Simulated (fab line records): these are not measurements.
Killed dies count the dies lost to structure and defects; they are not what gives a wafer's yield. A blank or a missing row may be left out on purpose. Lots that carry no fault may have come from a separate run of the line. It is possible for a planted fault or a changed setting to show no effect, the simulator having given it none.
Chamber matching | flow n5_finfet | N5_BEOL_M3_CO_CAP_55 on cvd_co-01: 3 sister chambers
The step material Co, precursor CCTBA/H2, target thk 2 nm, time 102.1 s. 18 wafers are shown with their chamber, then 9 later ones without.

## WAFERS WITH THEIR CHAMBER
wafer  | chamber | heater_power_w (W)
L075.3 | 0       | 206
L075.4 | 0       | 216
L075.6 | 1       | 241
L077.1 | 2       | 216
L077.2 | 0       | 212
L077.5 | 2       | 217
L078.2 | 1       | 240
L078.3 | 0       | 209
L078.5 | 1       | 244
L079.1 | 0       | 209
L079.2 | 2       | 221
L079.6 | 1       | 235
L081.2 | 1       | 232
L081.3 | 2       | 222
L081.6 | 1       | 233
L084.2 | 2       | 220
L084.4 | 1       | 231
L084.5 | 2       | 220

SIGNATURES (averages over the wafers above)
reading        | chamber 0 | chamber 1 | chamber 2 | scatter within a chamber
heater_power_w | 210.40    | 236.57    | 219.33    | 3.99
Rule: for each reading, subtract the chamber's mean from the wafer's reading, divide by that reading's scatter and square the result; add these up over the readings and take the root, which gives the wafer's distance from the chamber. If the next closest chamber is less than 2 further off than the closest, the wafer can't be placed; otherwise it belongs to the closest. How the scatter is found: for the shown wafers, subtract from each reading the mean of its chamber, square and add these, divide the total by (wafers less chambers), then take the root.

## WAFERS WITH NO CHAMBER GIVEN
wafer  | heater_power_w (W)
L085.1 | 233
L085.3 | 221
L085.5 | 218
L086.1 | 230
L086.4 | 234
L086.5 | 222
L090.4 | 218
L090.5 | 215
L090.6 | 239

## CHAMBER TAKEN BY EACH
wafer  | from the rows above     | in truth
L085.1 | 1                       | 1
L085.3 | 2                       | 2
L085.5 | can't be placed: 2 or 0 | 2
L086.1 | can't be placed: 1 or 2 | 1
L086.4 | 1                       | 1
L086.5 | 2                       | 2
L090.4 | can't be placed: 2 or 0 | 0
L090.5 | can't be placed: 2 or 0 | 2
L090.6 | 1                       | 1
Placed correctly: 5 of 9. From these rows, 4 cannot be placed; in 4 the true chamber is one of the candidates. Wrongly placed: 0.
